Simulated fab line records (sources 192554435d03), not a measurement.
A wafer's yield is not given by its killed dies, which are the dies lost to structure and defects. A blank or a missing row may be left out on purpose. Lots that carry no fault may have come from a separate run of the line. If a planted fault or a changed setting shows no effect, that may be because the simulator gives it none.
Comparing a struck lot with a sound one || flow n5 finfet || 38 out of 1938 route steps
Sound: these wafers, L508.3, L508.4, L508.5. Struck: wafers L512.1, L512.3, L512.5. The cause is given at the end.
Order at every step that has rows: each side's tool, ch and its chambers, its first start. Under that, the readings that differ: sound wafers || struck wafers || difference of the means || sigmas: that difference in standard deviations of wafers without a fault.
alike: readings with means less than 2 such deviations apart, plus words and numbers identical on both sides. not compared: withheld readings, readings lacking a value on some wafer, bounds such as >300 that could conceal the same value, and numbers that have no deviation in the record and whose values overlap.
A row with sigmas, a row that says differs or no value, or rows on one side alone: a step with any of these is where the two part. Numbers that don't overlap but have no deviation are shown without sigmas and don't part them. A reading missing from all wafers of one side parts the sides only when that side holds two or more wafers.

first, 8 steps without rows for these wafers: N5_MOL_CONTACT_COAG_PRECLEAN_138 (cleans in alkaline clean, time 60 s); N5_MOL_CONTACT_COAG_SRD_139 (time 30 s); N5_MOL_CONTACT_COAG_PRE_CLEAN_121; N5_MOL_CONTACT_COAG_CVD_140 (deposits W, target thk 66.5 nm, time 215 s); N5_MOL_CONTACT_COAG_PRECLEAN_127 (cleans in DIW, time 57.5 s); N5_MOL_CONTACT_COAG_SRD_128 (dry time 32 s); N5_MOL_CONTACT_COAG_CMP_52 (polishes, stops on SiO2, t overpolish 1.5 s, target thk 66.5 nm); N5_MOL_CONTACT_COAG_ANNEAL_112 (time 1800 s).
N5_BEOL_M0_SAQP_PECVD_00: deposits SiCN from 3MS/NH3, target thk 8 nm, time 14 s.
  sound on pecvd-03 ch 0,1, day 8 21:31; struck on pecvd-01 ch 1,2, day 9 17:59
{"reading": "model.SiCN_of_BEOL_M0_SAQP_PECVD_00.thk nm (nm)", "sound": "8.2 8 8", "struck": "4.6 4.8 4.6", "difference": -3.4, "sigmas": ""}
  alike: showerhead plenum p Torr, throttle valve pct
  not compared: since wet clean h
then, 25 steps without rows for these wafers: N5_BEOL_M0_SAQP_ILD_DEP_01 (deposits SiOC from DEMS/O2, target thk 45.419 nm, time 8.7 s); N5_BEOL_M0_SAQP_HM_DEP_02 (deposits TiN, target thk 12 nm); N5_BEOL_M0_SAQP_PECVD_03 (deposits SiCN from 3MS/NH3, target thk 12 nm, time 21.1 s); N5_BEOL_M0_SAQP_PECVD_96 (deposits a-Si from SiH4/He, target thk 45 nm, time 45.2 s); N5_BEOL_M0_SAQP_PECVD_97 (deposits SiNx from SiH4/NH3/N2, target thk 23 nm, time 19.9 s); N5_BEOL_M0_SAQP_PECVD_04 (deposits a-Si from SiH4/He, target thk 60 nm, time 60.2 s); N5_BEOL_M0_SAQP_HM_DEP_111 (deposits SiO2 from SiH4/N2O, target thk 12 nm, time 7.2 s); N5_BEOL_M0_SAQP_COAT_81 (time 60 s, resist thk 100 nm); N5_BEOL_M0_SAQP_COAT_82 (time 60 s, resist thk 30 nm); N5_BEOL_M0_SAQP_COAT_08 (resist thk 90 nm); N5_BEOL_M0_SAQP_EBR_10; N5_BEOL_M0_SAQP_SOFTBAKE_09 (time 60 s); N5_BEOL_M0_SAQP_EXPOSE_11 (exposes mask M0 CORE, target cd 42 nm); N5_BEOL_M0_SAQP_PEB_12 (peb time 60 s); N5_BEOL_M0_SAQP_DEVELOP_13 (develop time 30 s); N5_BEOL_M0_SAQP_DESCUM_19 (chemistry O2, time 7.9 s); N5_BEOL_M0_SAQP_ETCH_83 (etches SiARC in CF4, target depth 39 nm, time 65 s); N5_BEOL_M0_SAQP_ETCH_84 (etches SOC in N2/H2, target depth 100 nm, overetch 20 nm, time 150 s); N5_BEOL_M0_SAQP_STRIP_80 (strips in N2/H2); N5_BEOL_M0_SAQP_HM_OPEN_112 (chemistry CHF3/O2, target SiO2, stops on a-Si, target depth 12 nm, time 13.5 s); N5_BEOL_M0_SAQP_STRIP_113 (strips in CHF3/O2); N5_BEOL_M0_SAQP_MANDREL_ETCH_20 (etches a-Si in HBr/Cl2, stops on SiNx, target depth 60 nm, bt time 10 s, time 30 s); N5_BEOL_M0_SAQP_STRIP_86 (strips in N2/H2); N5_BEOL_M0_SAQP_STRIP_115 (strips in post etch residue remover, time 60 s); N5_BEOL_M0_SAQP_SRD_93 (time 30 s).
N5_BEOL_M0_ETCH_109: etches SiCN in CH3F/O2, target depth 8 nm, overetch 2.4 nm, time 27.4 s.
  sound on rie diel-06 ch 2,3, day 9 11:16; struck on rie diel-02 ch 0,3, day 10 04:41
{"reading": "oes product au (a.u.)", "sound": "0.75 0.61 0.74", "struck": "0.43 0.49 0.48", "difference": -0.23, "sigmas": -3}
{"reading": "model.etch.depth nm (nm)", "sound": "8.165 8.079 8.079", "struck": "4.572 4.782 4.616", "difference": -3.451, "sigmas": ""}
  alike: drypump motor current A, rf vpp V, showerhead plenum p Torr, throttle valve pct
  not compared: rf hours counter h
N5_BEOL_M0_RS_MEAS_126: measures by four-point-probe.
  sound on film metro-01 at day 9 14:23; struck on film metro-02 at day 10 06:51
{"reading": "M0_RS (ohm/sq)", "sound": "0.541 0.524 0.549", "struck": "0.580 0.600 0.592", "difference": "+0.053", "sigmas": "+3"}
-- record jumps: 2 days separate the struck wafers' starts on either side; left off in module BEOL_M0, taken up again in module BEOL_M4, whose first shown step is the route's number 1111 --
N5_BEOL_M4_RC_MEAS_101:
  sound on prober-02 ch 0, day 11 09:11; struck on prober-02 ch 0, day 12 11:20
  alike: DIBL_N, DIBL_P, IOFF_N, IOFF_P, ION_N, ION_P, SS_N, SS_P, VT_N, VT_P
-- record jumps: 5 days separate the struck wafers' starts on either side; left off in module BEOL_M4, taken up again in module PASSIVATION, whose first shown step is the route's number 1936 --
N5_PASSIVATION_PROBE_49:
  rows exist in the record for the struck wafers here (prober-02, day 17 01:07), but not for the sound ones

== WHERE THEY PART ==
At N5_BEOL_M0_ETCH_109 first; at N5_PASSIVATION_PROBE_49 last (within this record only).

WHY: the cause the simulator had injected
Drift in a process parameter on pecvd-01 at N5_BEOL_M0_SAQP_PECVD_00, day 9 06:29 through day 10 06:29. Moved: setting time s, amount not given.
